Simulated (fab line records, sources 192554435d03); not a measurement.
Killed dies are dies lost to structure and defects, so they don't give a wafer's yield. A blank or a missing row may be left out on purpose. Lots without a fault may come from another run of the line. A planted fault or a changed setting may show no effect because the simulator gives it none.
Split-lot experiment | flow n5_finfet | 7 lots, 21 wafers read, on a route of 1938 steps

THE SPLIT
At N5_BEOL_M7_PECVD_70 (deposits SiO2 from TEOS/O2, target thk 20 nm, time 22.7 s), the setting temp_c was moved away from the recipe's 400 C on 8 of the 21 wafers read, by -2.0% to +4.0%. The other wafers ran this setting at the recipe's value.

The reading is taken at the split's own step.

THE READING
SiO2_of_BEOL_M7_PECVD_70.thk_nm (the simulator's own value, which no gauge read), in nm, at N5_BEOL_M7_PECVD_70 (deposits SiO2 from TEOS/O2, target thk 20 nm, time 22.7 s). The file gives no usual value for it. The 13 wafers here that ran the recipe average 19.9 nm, standard deviation 0.25 nm.

wafer  | tool, chamber at the split | temp_c as run, C | against the recipe | SiO2_of_BEOL_M7_PECVD_70.thk_nm, nm | against lot-mates on the recipe
L074.1 | pecvd-01, 0                | 392.2            | -2.0%              | 20.8                                | +1.4
L074.3 | pecvd-01, 1                | 400              | recipe             | 19.4                                | -
L074.6 | pecvd-01, 1                | 392.2            | -2.0%              | 20.6                                | +1.2
L080.2 | pecvd-02, 0                | 400              | recipe             | 20.2                                | -
L080.5 | pecvd-02, 0                | 400              | recipe             | 20.2                                | -
L080.3 | pecvd-02, 1                | 400              | recipe             | 20                                  | -
L091.3 | pecvd-03, 0                | 400              | recipe             | 19.8                                | -
L091.4 | pecvd-03, 0,1              | 400              | recipe             | 20                                  | -
L091.5 | pecvd-03, 0,1              | 400              | recipe             | 20                                  | -
L089.2 | pecvd-02, 2                | 405.2            | +1.3%              | 19                                  | -1.0
L089.6 | pecvd-02, 2                | 405.2            | +1.3%              | 19                                  | -1.0
L089.4 | pecvd-02, 1                | 400              | recipe             | 20                                  | -
L092.3 | pecvd-01, 1                | 416.2            | +4.0%              | 17.4                                | -2.4
L092.4 | pecvd-01, 0                | 400              | recipe             | 19.8                                | -
L092.6 | pecvd-01, 1                | 416.2            | +4.0%              | 17.6                                | -2.2
L093.1 | pecvd-02, 0,2              | 400              | recipe             | 19.6                                | -
L093.5 | pecvd-02, 0,2              | 400              | recipe             | 19.6                                | -
L093.4 | pecvd-02, 0                | 400              | recipe             | 20.2                                | -
L097.1 | pecvd-01, 0                | 394.4            | -1.4%              | 20.8                                | +0.6
L097.4 | pecvd-01, 1                | 400              | recipe             | 20.2                                | -
L097.5 | pecvd-01, 0                | 394.4            | -1.4%              | 21                                  | +0.8
Where a row lists several chambers, the file gives one row for several wafers and doesn't say which wafer went through which chamber.

THE FIT
A straight line over all 21 wafers: SiO2_of_BEOL_M7_PECVD_70.thk_nm changes by -0.579 nm for each +1% of temp_c; r = -0.96; the points scatter about the line by 0.26 nm.
The same after taking each lot's own level away (the mean of its wafers on the recipe; 21 wafers): -0.591 nm for each +1%; r = -0.98; scatter 0.17 nm.
On that fit, the largest move of temp_c shifts the reading by 2.4 nm.
The lots' own levels span 19.40 to 20.20 nm, that is 3.1 times the standard deviation above.
So the lot-to-lot level changes the slope little: the two slopes agree.
Check: with one of the wafers moved furthest among these (+4.0%) left out of the fit, the line predicts -2.41 nm for it against its lot-mates. It came out at -2.4 nm against them.

OTHER SPLITS ON THESE WAFERS
These wafers also went through other splits before the reading. Each is held against what the fit with the lots' levels taken away leaves over:
other split on the same wafers     | wafers away from the commonest value | r with SiO2_of_BEOL_M7_PECVD_70.thk_nm (lot level and that fit taken away)
N5_BEOL_M3_EXPOSE_08 dose_mj       | 9                                    | +0.15
N5_BEOL_M4_TRENCH_ETCH_37 source_w | 6                                    | +0.34
N5_BEOL_M5_COAT_74 spin_rpm        | 6                                    | -0.13
N5_BEOL_M5_EXPOSE_25 dose_mj       | 3                                    | -0.01

THE FILE'S OWN FIT
SiO2_of_BEOL_M7_PECVD_70.thk_nm changes by -0.592 nm for each +1% of temp_c, r = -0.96.
